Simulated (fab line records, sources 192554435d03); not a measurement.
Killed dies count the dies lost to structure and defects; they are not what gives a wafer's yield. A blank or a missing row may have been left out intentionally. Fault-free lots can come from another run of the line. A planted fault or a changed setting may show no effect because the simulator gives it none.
Matching of chambers / flow n5 finfet / rie diel-04 running N5_BEOL_M4_VIA_ETCH_34: 4 sister chambers
The step etches the open film in C4F6/O2, target depth 69.4 nm, time 65.9 s. 16 wafers are shown with their chamber, then 8 later ones without.

## EACH WAFER AND ITS CHAMBER
wafer=L074.3; chamber=1; showerhead plenum p Torr (Torr)=2.70; oes_ar_750_au (a.u.)=0.73; rf vpp V (V)=653
wafer=L074.5; chamber=2; showerhead plenum p Torr (Torr)=2.93; oes_ar_750_au (a.u.)=0.74; rf vpp V (V)=649
wafer=L074.6; chamber=3; showerhead plenum p Torr (Torr)=2.81; oes_ar_750_au (a.u.)=0.91; rf vpp V (V)=657
wafer=L077.1; chamber=2; showerhead plenum p Torr (Torr)=2.93; oes_ar_750_au (a.u.)=0.73; rf vpp V (V)=649
wafer=L077.4; chamber=1; showerhead plenum p Torr (Torr)=2.70; oes_ar_750_au (a.u.)=0.72; rf vpp V (V)=652
wafer=L077.6; chamber=3; showerhead plenum p Torr (Torr)=2.80; oes_ar_750_au (a.u.)=0.89; rf vpp V (V)=658
wafer=L078.1; chamber=2; showerhead plenum p Torr (Torr)=2.93; oes_ar_750_au (a.u.)=0.73; rf vpp V (V)=651
wafer=L078.5; chamber=2; showerhead plenum p Torr (Torr)=2.93; oes_ar_750_au (a.u.)=0.74; rf vpp V (V)=650
wafer=L078.6; chamber=3; showerhead plenum p Torr (Torr)=2.80; oes_ar_750_au (a.u.)=0.88; rf vpp V (V)=659
wafer=L084.2; chamber=1; showerhead plenum p Torr (Torr)=2.69; oes_ar_750_au (a.u.)=0.72; rf vpp V (V)=654
wafer=L084.3; chamber=2; showerhead plenum p Torr (Torr)=2.92; oes_ar_750_au (a.u.)=0.72; rf vpp V (V)=650
wafer=L084.4; chamber=2; showerhead plenum p Torr (Torr)=2.92; oes_ar_750_au (a.u.)=0.72; rf vpp V (V)=649
wafer=L089.1; chamber=2; showerhead plenum p Torr (Torr)=2.91; oes_ar_750_au (a.u.)=0.71; rf vpp V (V)=651
wafer=L089.5; chamber=0; showerhead plenum p Torr (Torr)=3.05; oes_ar_750_au (a.u.)=0.94; rf vpp V (V)=663
wafer=L089.6; chamber=3; showerhead plenum p Torr (Torr)=2.79; oes_ar_750_au (a.u.)=0.85; rf vpp V (V)=658
wafer=L093.1; chamber=1; showerhead plenum p Torr (Torr)=2.68; oes_ar_750_au (a.u.)=0.70; rf vpp V (V)=651

SIGNATURES (means of the wafers above)
reading=showerhead plenum p Torr; chamber 0=3.0500; chamber 1=2.6925; chamber 2=2.9243; chamber 3=2.8000; scatter within a chamber=0.0084
reading=oes_ar_750_au; chamber 0=0.9400; chamber 1=0.7175; chamber 2=0.7271; chamber 3=0.8825; scatter within a chamber=0.0161
reading=rf vpp V; chamber 0=663.00; chamber 1=652.50; chamber 2=649.86; chamber 3=658.00; scatter within a chamber=0.994
Rule: a wafer lies at a distance from a chamber equal to the root of the sum of squares, over the readings, of (its reading less the chamber's mean, divided by the reading's scatter). If the next closest chamber is less than 2 further off than the closest, the wafer can't be placed; otherwise it belongs to the closest. The scatter: the root of (the sum of the squares of (reading less its chamber's mean) over the shown wafers, divided by (wafers less chambers)).

## WAFERS MISSING THEIR CHAMBER
wafer=L093.4; showerhead plenum p Torr (Torr)=2.79; oes_ar_750_au (a.u.)=0.83; rf vpp V (V)=657
wafer=L093.6; showerhead plenum p Torr (Torr)=2.91; oes_ar_750_au (a.u.)=0.71; rf vpp V (V)=649
wafer=L096.1; showerhead plenum p Torr (Torr)=2.78; oes_ar_750_au (a.u.)=0.82; rf vpp V (V)=659
wafer=L096.4; showerhead plenum p Torr (Torr)=2.68; oes_ar_750_au (a.u.)=0.68; rf vpp V (V)=652
wafer=L096.5; showerhead plenum p Torr (Torr)=2.78; oes_ar_750_au (a.u.)=0.83; rf vpp V (V)=657
wafer=L097.1; showerhead plenum p Torr (Torr)=2.91; oes_ar_750_au (a.u.)=0.70; rf vpp V (V)=649
wafer=L097.5; showerhead plenum p Torr (Torr)=3.04; oes_ar_750_au (a.u.)=0.89; rf vpp V (V)=663
wafer=L097.6; showerhead plenum p Torr (Torr)=2.78; oes_ar_750_au (a.u.)=0.82; rf vpp V (V)=656

## WHICH CHAMBER EACH WENT THROUGH
wafer=L093.4; from the rows above=3; in truth=3
wafer=L093.6; from the rows above=2; in truth=2
wafer=L096.1; from the rows above=3; in truth=3
wafer=L096.4; from the rows above=1; in truth=1
wafer=L096.5; from the rows above=3; in truth=3
wafer=L097.1; from the rows above=2; in truth=2
wafer=L097.5; from the rows above=0; in truth=0
wafer=L097.6; from the rows above=3; in truth=3
Placed correctly: 8 of 8. Number that these rows cannot place: 0. Placed wrongly: 0.
